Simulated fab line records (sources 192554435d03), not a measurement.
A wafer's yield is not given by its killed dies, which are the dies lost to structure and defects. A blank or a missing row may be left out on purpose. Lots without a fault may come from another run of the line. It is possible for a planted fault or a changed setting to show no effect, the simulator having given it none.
Chamber matching    flow n5-finfet    pecvd-02 running N5_BEOL_M5_DEP_56: 3 sister chambers
The step deposits SiCN from 3MS/NH3, target thk 8 nm, time 14 s. 6 wafers are shown with their chamber, then 12 later ones without.

== WAFERS PAIRED WITH THEIR CHAMBERS ==
wafer   chamber  throttle-valve-pct (%)  showerhead-plenum-p-Torr (Torr)
L080.4  2        8.3                     3.668
L090.3  2        8.7                     3.664
L090.5  0        9.7                     3.662
L089.1  1        9.9                     3.664
L089.3  0        9.5                     3.658
L089.6  1        10.0                    3.656

== WAFERS MISSING THEIR CHAMBER ==
wafer   throttle-valve-pct (%)  showerhead-plenum-p-Torr (Torr)
L091.3  9.3                     3.657
L091.4  9.5                     3.660
L091.6  10.1                    3.660
L092.2  9.8                     3.643
L092.3  9.4                     3.654
L092.5  9.5                     3.661
L093.2  10.2                    3.650
L093.5  10.0                    3.651
L093.6  8.6                     3.668
L094.2  9.4                     3.661
L094.4  9.3                     3.657
L094.5  10.0                    3.660

== WHICH CHAMBER EACH ONE RAN IN ==
wafer   from the rows above      in truth
L091.3  can't be placed: 0 or 1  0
L091.4  can't be placed: 0 or 1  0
L091.6  can't be placed: 1 or 0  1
L092.2  can't be placed: 1 or 0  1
L092.3  can't be placed: 0 or 1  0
L092.5  can't be placed: 0 or 1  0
L093.2  can't be placed: 1 or 0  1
L093.5  can't be placed: 1 or 0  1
L093.6  2                        2
L094.2  can't be placed: 0 or 1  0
L094.4  can't be placed: 0 or 1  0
L094.5  can't be placed: 1 or 0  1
1 of 12 placed correctly. Can't be placed from these rows: 11 (the true chamber is among the candidates in 11). Placed wrongly: 0.
How it was worked out, from the rows above alone: a wafer's distance from a chamber is the root of the sum, over the readings, of the square of ((its reading less the chamber's mean) divided by the reading's scatter). The wafer belongs to the nearest chamber; if the next one is less than 2 further off, it can't be placed. The mean given for a chamber averages the wafers shown for that chamber. The scatter: take each reading less its chamber's mean, square it, sum over the shown wafers, divide by the number of wafers less the number of chambers, and take the root.
